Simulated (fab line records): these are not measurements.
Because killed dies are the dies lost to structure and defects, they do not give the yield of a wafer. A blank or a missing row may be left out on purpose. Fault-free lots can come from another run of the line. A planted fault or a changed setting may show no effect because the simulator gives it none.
Matching of chambers    flow nand harc    4 sister chambers for NHARC_A_CHANNEL_FILL_D1_ALD_25 on ald hk-01
The step deposits SiOx, target thk 60 nm, pulse time 10 s, ald cycles 600. 18 wafers are shown with their chamber, then 9 later ones without.

WAFERS, EACH WITH ITS CHAMBER
wafer   chamber  heater power w (W)  precursor pulse height rel
L074.1  1        403                 1.015
L074.2  3        403                 0.978
L074.6  1        414                 0.980
L078.2  2        419                 0.990
L078.3  1        409                 1.013
L078.6  3        412                 0.994
L080.3  2        419                 1.000
L080.6  0        494                 0.977
L080.5  1        415                 0.963
L086.2  0        513                 0.996
L086.3  3        437                 0.958
L086.6  0        502                 1.010
L087.1  0        513                 0.984
L087.5  0        505                 1.011
L087.6  1        429                 0.967
L089.1  2        424                 0.984
L089.3  0        498                 1.017
L089.4  1        421                 1.024

SIGNATURES (means of the wafers above)
reading                     chamber 0  chamber 1  chamber 2  chamber 3  scatter within a chamber
heater power w              504.17     415.17     420.67     417.33     9.83
precursor pulse height rel  0.99917    0.99367    0.99133    0.97667    0.0201
Rule: a wafer's distance from a chamber is the root of the sum, over the readings, of the square of ((its reading less the chamber's mean) divided by the reading's scatter). The wafer belongs to the nearest chamber; if the next one is less than 2 further off, it can't be placed. The scatter: take each reading less its chamber's mean, square it, sum over the shown wafers, divide by the number of wafers less the number of chambers, and take the root.

WAFERS MISSING THEIR CHAMBER
wafer   heater power w (W)  precursor pulse height rel
L091.2  425                 1.017
L091.3  430                 0.981
L091.6  504                 0.985
L095.1  503                 1.004
L095.4  426                 0.999
L095.5  426                 0.997
L096.1  435                 0.998
L096.3  435                 1.031
L096.4  435                 1.002

CHAMBER TAKEN BY EACH
wafer   from the rows above           in truth
L091.2  can't be placed: 2 or 1 or 3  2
L091.3  can't be placed: 2 or 3 or 1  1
L091.6  0                             0
L095.1  0                             0
L095.4  can't be placed: 2 or 1 or 3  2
L095.5  can't be placed: 2 or 1 or 3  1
L096.1  can't be placed: 2 or 1 or 3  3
L096.3  can't be placed: 2 or 1 or 3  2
L096.4  can't be placed: 2 or 1 or 3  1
Correctly placed: 2 of 9. From these rows, 7 cannot be placed; in 7 the true chamber is one of the candidates. Number placed wrongly: 0.
